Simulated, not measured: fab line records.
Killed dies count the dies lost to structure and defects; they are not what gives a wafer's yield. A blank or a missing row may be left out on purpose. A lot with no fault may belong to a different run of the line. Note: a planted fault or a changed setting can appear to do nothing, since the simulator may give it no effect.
Commonality check across tools | flow n5-finfet | 10 lots and 30 wafers in the sample

== REASON FOR OPENING ==
At N5_PASSIVATION_CD_MEAS_30 the reading cd-nm is flagged on 2 of 10 lots. Wafers without a fault read 3999.3 nm, standard deviation 2.4.
Rule: a lot is flagged when every wafer of it that has a number lies more than 4 standard deviations from that mean, or none has a number. As for the other lots, they are considered sound.

lot  | measured     | on        | cd-nm (nm), wafer by wafer | flag
L631 | day 14 19:43 | cd-sem-02 | 4001.4 3997.5 3997.5       |
L633 | day 15 08:12 | cd-sem-02 | 4002.6 3999.8 3998.9       |
L634 | day 15 18:15 | cd-sem-02 | 4001.8 4002.1 3999.6       |
L635 | day 17 02:07 | cd-sem-01 | 4001.5 3999.8 3996.6       |
L639 | day 17 03:13 | cd-sem-01 | 4001.5 3997.8 4000.5       |
L640 | day 17 03:35 | cd-sem-02 | 3996.3 4001.5 3999.1       |
L644 | day 18 18:35 | cd-sem-01 | 3995.2 3995.2 4001.2       |
L651 | day 19 19:04 | cd-sem-02 | 4000.5 3997.7 3999.9       |
L649 | day 20 07:49 | cd-sem-01 | 4022.2 4020.0 4016.3       | FLAGGED
L652 | day 21 23:46 | cd-sem-02 | 4022.7 4019.4 4023.2       | FLAGGED
Average over the flagged lots: 4020.6 nm; offset from the usual +21.3 nm, equal to +9 standard deviations.

== WHICH TOOL EACH LOT WENT THROUGH ==
Before the reading, the record contains 3 process steps out of a 1938-step route. Read each cell as the tool, then ch plus the chambers that the sampled wafers visited, then the start.
lot  | flag    | N5_PASSIVATION_DESCUM_12           | N5_PASSIVATION_DEGAS_18      | N5_PASSIVATION_EXPOSE_27
L631 |         | rie-diel-06 ch 2,3, day 14 18:22   | pvd-sputter-03, day 14 18:57 | krf-scanner-01 ch 0, day 14 19:34
L633 |         | rie-diel-06 ch 0,3, day 15 06:51   | pvd-sputter-03, day 15 07:26 | krf-scanner-02 ch 0, day 15 08:02
L634 |         | rie-diel-02 ch 0,2,3, day 15 16:38 | pvd-sputter-03, day 15 17:29 | krf-scanner-01 ch 0, day 15 18:05
L635 |         | rie-diel-06 ch 0,2,3, day 16 21:13 | pvd-sputter-03, day 17 01:28 | krf-scanner-02 ch 0, day 17 01:56
L639 |         | rie-diel-03 ch 0,2,3, day 17 01:48 | pvd-sputter-03, day 17 02:34 | krf-scanner-02 ch 0, day 17 03:02
L640 |         | rie-diel-06 ch 0,2,3, day 17 01:53 | pvd-sputter-01, day 17 02:49 | krf-scanner-01 ch 0, day 17 03:25
L644 |         | rie-diel-02 ch 0,2, day 18 17:04   | pvd-sputter-01, day 18 17:48 | krf-scanner-01 ch 0, day 18 18:25
L651 |         | rie-diel-03 ch 0,2,3, day 19 17:26 | pvd-sputter-01, day 19 18:24 | krf-scanner-01 ch 0, day 19 18:53
L649 | FLAGGED | rie-diel-02 ch 0,2, day 20 05:47   | pvd-sputter-02, day 20 07:10 | krf-scanner-01 ch 0, day 20 07:38
L652 | FLAGGED | rie-diel-02 ch 0,1,3, day 21 22:23 | pvd-sputter-02, day 21 23:07 | krf-scanner-01 ch 0, day 21 23:36
What the steps here do:
- N5_PASSIVATION_DESCUM_12: chemistry O2, time 7.9 s.
- N5_PASSIVATION_DEGAS_18: time 60 s.
- N5_PASSIVATION_EXPOSE_27: exposes mask PAD, defocus 0 nm.
- N5_PASSIVATION_CD_MEAS_30: target cd 4000 nm.

== FLAGGED OVER TOTAL, TOOL BY TOOL (the gauges that took the reading come last) ==
step                      | tool           | lots run | flagged | share of the flagged lots | sound lots run after its first flagged lot
N5_PASSIVATION_DESCUM_12  | rie-diel-02    | 4        | 2       | all                       | 0
N5_PASSIVATION_DESCUM_12  | rie-diel-03    | 2        | 0       | none                      | -
N5_PASSIVATION_DESCUM_12  | rie-diel-06    | 4        | 0       | none                      | -
N5_PASSIVATION_DEGAS_18   | pvd-sputter-01 | 3        | 0       | none                      | -
N5_PASSIVATION_DEGAS_18   | pvd-sputter-02 | 2        | 2       | all                       | 0
N5_PASSIVATION_DEGAS_18   | pvd-sputter-03 | 5        | 0       | none                      | -
N5_PASSIVATION_EXPOSE_27  | krf-scanner-01 | 7        | 2       | all                       | 0
N5_PASSIVATION_EXPOSE_27  | krf-scanner-02 | 3        | 0       | none                      | -
N5_PASSIVATION_CD_MEAS_30 | cd-sem-01      | 4        | 1       | some                      | 0
N5_PASSIVATION_CD_MEAS_30 | cd-sem-02      | 6        | 1       | some                      | 0

== WHAT THE TABLE ALLOWS ==
rie-diel-02 at N5_PASSIVATION_DESCUM_12, pvd-sputter-02 at N5_PASSIVATION_DEGAS_18 and krf-scanner-01 at N5_PASSIVATION_EXPOSE_27: these 3 rows of the table ran every flagged lot.
- rie-diel-02 at N5_PASSIVATION_DESCUM_12 ran 4 lots, 2 of them flagged. It ran its last sound lot, L644, at day 18 17:04 and its first flagged lot, L649, at day 20 05:47: a fault with its onset between the two fits.
- pvd-sputter-02 at N5_PASSIVATION_DEGAS_18 ran 2 lots, 2 of them flagged. The start can't be narrowed down: in this sample, it ran no sound lot prior to its first flagged lot.
- krf-scanner-01 at N5_PASSIVATION_EXPOSE_27 ran 7 lots, 2 of them flagged. It ran its last sound lot, L651, at day 19 18:53 and its first flagged lot, L649, at day 20 07:38: a fault with its onset between the two fits. Its own readings lie more than 4 standard deviations out on every wafer of the flagged lots: exposure-dose-mJ-cm2.
A lot count leaves these 3 tools indistinguishable: every one of them fits a fault beginning at some hour. More lots, or a look at what each step does to the wafer, might.

== WHAT THE SIMULATOR PUT IN ==
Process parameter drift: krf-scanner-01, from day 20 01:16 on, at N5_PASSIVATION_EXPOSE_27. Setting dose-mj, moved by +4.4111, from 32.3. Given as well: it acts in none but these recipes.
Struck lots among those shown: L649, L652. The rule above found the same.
